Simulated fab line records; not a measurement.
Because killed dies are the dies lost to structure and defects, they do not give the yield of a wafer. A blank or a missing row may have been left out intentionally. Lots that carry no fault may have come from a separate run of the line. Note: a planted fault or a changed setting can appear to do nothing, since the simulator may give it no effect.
What tool caused it? / flow nand-harc / 6 lots, 15 wafers sampled, at 5 steps of a route of 1159

WHAT EACH GAUGE READ, for each wafer
NHARC_END_SORT_01.
lot=L204; measured=day 21 14:08; on=prober-01; killed-at-array=14
lot=L205; measured=day 22 02:11; on=prober-02; killed-at-array=29 28
lot=L215; measured=day 23 21:19; on=prober-01; killed-at-array=39 57 46

WHAT TOOL EACH LOT RAN ON (gives the tool, then ch and the chambers of the sampled wafers, and finally the start)
lot=L200; NHARC_A_CONTACT_ETCH_48=rie-diel-01 ch 0,1,2, day 16 16:40; NHARC_A_CONTACT_ETCH_114=har-cap-etch-02 ch 0,1, day 16 18:12; NHARC_A_CONTACT_ETCH_115=har-cap-etch-02 ch 0,1, day 16 18:17; NHARC_A_CONTACT_ETCH_117=har-cap-etch-02 ch 0,1, day 16 18:28
lot=L204; NHARC_A_CONTACT_ETCH_48=rie-diel-02 ch 1, day 18 09:29; NHARC_A_CONTACT_ETCH_114=har-cap-etch-02 ch 0, day 18 11:05; NHARC_A_CONTACT_ETCH_115=har-cap-etch-02 ch 0, day 18 11:10; NHARC_A_CONTACT_ETCH_117=har-cap-etch-02 ch 0, day 18 11:22
lot=L205; NHARC_A_CONTACT_ETCH_48=rie-diel-02 ch 1,3, day 18 21:12; NHARC_A_CONTACT_ETCH_114=har-cap-etch-02 ch 0,1, day 18 22:56; NHARC_A_CONTACT_ETCH_115=har-cap-etch-02 ch 0,1, day 18 23:02; NHARC_A_CONTACT_ETCH_117=har-cap-etch-02 ch 0,1, day 18 23:13
lot=L215; NHARC_A_CONTACT_ETCH_48=rie-diel-01 ch 0,1,3, day 20 18:47; NHARC_A_CONTACT_ETCH_114=har-cap-etch-02 ch 0,1, day 20 20:22; NHARC_A_CONTACT_ETCH_115=har-cap-etch-02 ch 0,1, day 20 20:27; NHARC_A_CONTACT_ETCH_117=har-cap-etch-02 ch 0,1, day 20 20:38
lot=L216; NHARC_A_CONTACT_ETCH_48=rie-diel-02 ch 0,2,3, day 21 13:56; NHARC_A_CONTACT_ETCH_114=har-cap-etch-02 ch 0,1, day 21 15:29; NHARC_A_CONTACT_ETCH_115=har-cap-etch-02 ch 0,1, day 21 15:35; NHARC_A_CONTACT_ETCH_117=har-cap-etch-02 ch 0,1, day 21 15:46
lot=L219; NHARC_A_CONTACT_ETCH_48=rie-diel-01 ch 0,2,3, day 22 13:44; NHARC_A_CONTACT_ETCH_114=har-cap-etch-03 ch 0, day 22 15:25; NHARC_A_CONTACT_ETCH_115=har-cap-etch-03 ch 0, day 22 15:32; NHARC_A_CONTACT_ETCH_117=har-cap-etch-03 ch 0, day 22 15:46
- NHARC_A_CONTACT_ETCH_48: etches the open film in CF4, target depth 39 nm, time 65 s.
- NHARC_A_CONTACT_ETCH_114: etches the open film in C4F8/O2/Ar, time 94 s, target depth 922 nm.
- NHARC_A_CONTACT_ETCH_115: etches the open film in C4F8/O2/Ar, time 94 s, target depth 922 nm.
- NHARC_A_CONTACT_ETCH_117: etches the open film in C4F8/O2/Ar, time 94 s, target depth 922 nm.

THE ANSWER, worked out from the rows above alone
Rule: usual is defined by the lots themselves. Put in order of their means at a reading, lots are off if they are a third of the lots or fewer, leave a main group of 4 or more, and stand apart from it by a gap of 3 or more times the standard deviation of the main group's means; of several such gaps the widest counts. A main group whose means are all the same, to the digits that the tables above print for the reading, isn't used. Also off: a lot with no number at a reading for which 4 or more lots have one. The other lots that the step has rows for count as sound.
Across all readings shown, no lot is off: no conclusion can be drawn from this.

WHAT THE SIMULATOR PUT IN
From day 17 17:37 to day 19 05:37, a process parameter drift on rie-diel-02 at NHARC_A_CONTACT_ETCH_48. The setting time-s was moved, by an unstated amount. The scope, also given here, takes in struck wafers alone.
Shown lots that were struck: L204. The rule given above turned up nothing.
